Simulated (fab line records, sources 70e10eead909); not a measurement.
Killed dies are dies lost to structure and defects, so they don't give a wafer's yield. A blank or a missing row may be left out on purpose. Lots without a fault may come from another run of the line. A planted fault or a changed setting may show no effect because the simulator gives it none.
A struck lot beside a sound one | flow nand_harc | 15 steps out of a route of 1302
Sound: wafers L407.3, L407.5, L407.6. Struck: wafer L397.5. (L397.6 of the same lot was not struck and is left out.) The cause comes at the end.
At each step with rows: each side's tool, then ch and its chambers, then its first start. Under that, the readings that differ: sound wafers | struck wafers | difference of the means | sigmas: that difference in standard deviations of wafers without a fault.
alike: readings whose means differ by less than 2 such deviations, and words and numbers that are the same on both sides. not compared: withheld readings, readings that some wafer has no value for, bounds like >300 that may hide the same value, and numbers for which the record gives no deviation and whose values overlap.
The two part at a step that has a row with sigmas, a row that says differs or no value, or rows on one side only. Numbers that don't overlap but have no deviation are shown without sigmas and don't part them. A reading that every wafer of one side lacks parts them only if that side has two wafers or more.

first, 4 steps without rows for these wafers: NHARC_A_DECK1_JOINT_CURE_26 (time 32 s); NHARC_A_DECK1_JOINT_ANNEAL_27 (time 3600 s); NHARC_A_DECK1_JOINT_ANNEAL_28 (time 1800 s); NHARC_A_DECK1_JOINT_ANNEAL_29 (time 1800 s).
NHARC_A_DECK1_JOINT_CMP_02: polishes SiOx.
  sound on cmp-01 ch 2,3, day 19 16:29; struck on cmp-01 ch 1, day 15 07:31
  alike: motor_current_A
then, 1 step without rows for these wafers: NHARC_A_DECK1_JOINT_SRD_15.
NHARC_A_DECK1_JOINT_DEP_16: deposits SiO2, target thk 45 nm.
  sound on pecvd-01 ch 1,2, day 19 16:53; struck on pecvd-03 ch 0, day 15 07:53
  alike: heater_power_w, throttle_valve_pct
NHARC_A_DECK1_JOINT_THK_MEAS_17: measures by ellipsometry.
  sound on film_metro-02, day 19 17:08; struck on film_metro-01, day 15 08:04
  alike: thk_nm
NHARC_A_DECK1_JOINT_INSPECT_05:
  sound on defect_inspect-01, day 19 17:10; struck on defect_inspect-01, day 15 08:07
  alike: raw_defect_count
then, 1 step without rows for these wafers: NHARC_A_ONON_D2_DEP_00 (target thk 1000 nm).
NHARC_A_ONON_D2_THK_MEAS_02: measures by ellipsometry.
  sound on film_metro-01, day 19 17:44; struck on film_metro-02, day 15 08:41
  alike: thk_nm
NHARC_A_ONON_D2_DEP_03: target thk 1000 nm.
  sound on pecvd_onon-04 ch 0, day 19 17:55; struck on pecvd_onon-03 ch 0, day 15 08:59
  alike: n2o_flow_sccm
NHARC_A_ONON_D2_THK_MEAS_05: measures by ellipsometry.
  sound on film_metro-01, day 19 18:19; struck on film_metro-01, day 15 09:16
  reading     | sound          | struck | difference | sigmas
  thk_nm (nm) | 1013 1015 1013 | 1554   | +540       | +54
then, 1 step without rows for these wafers: NHARC_A_ONON_D2_DEP_06 (target thk 1000 nm).
-- the record jumps here: 12 days lie between the struck wafers' starts before and after (it left off in module A_ONON_D2 and takes up again in module END, whose first step shown is number 1302 of the route) --
NHARC_END_SORT_01:
  the record has rows for the struck wafers here (prober-01 ch 0, day 27 06:44) and none for the sound ones

WHERE THEY PART
First at NHARC_A_ONON_D2_THK_MEAS_05; last, within this record, at NHARC_END_SORT_01.

WHY: what the simulator had put in
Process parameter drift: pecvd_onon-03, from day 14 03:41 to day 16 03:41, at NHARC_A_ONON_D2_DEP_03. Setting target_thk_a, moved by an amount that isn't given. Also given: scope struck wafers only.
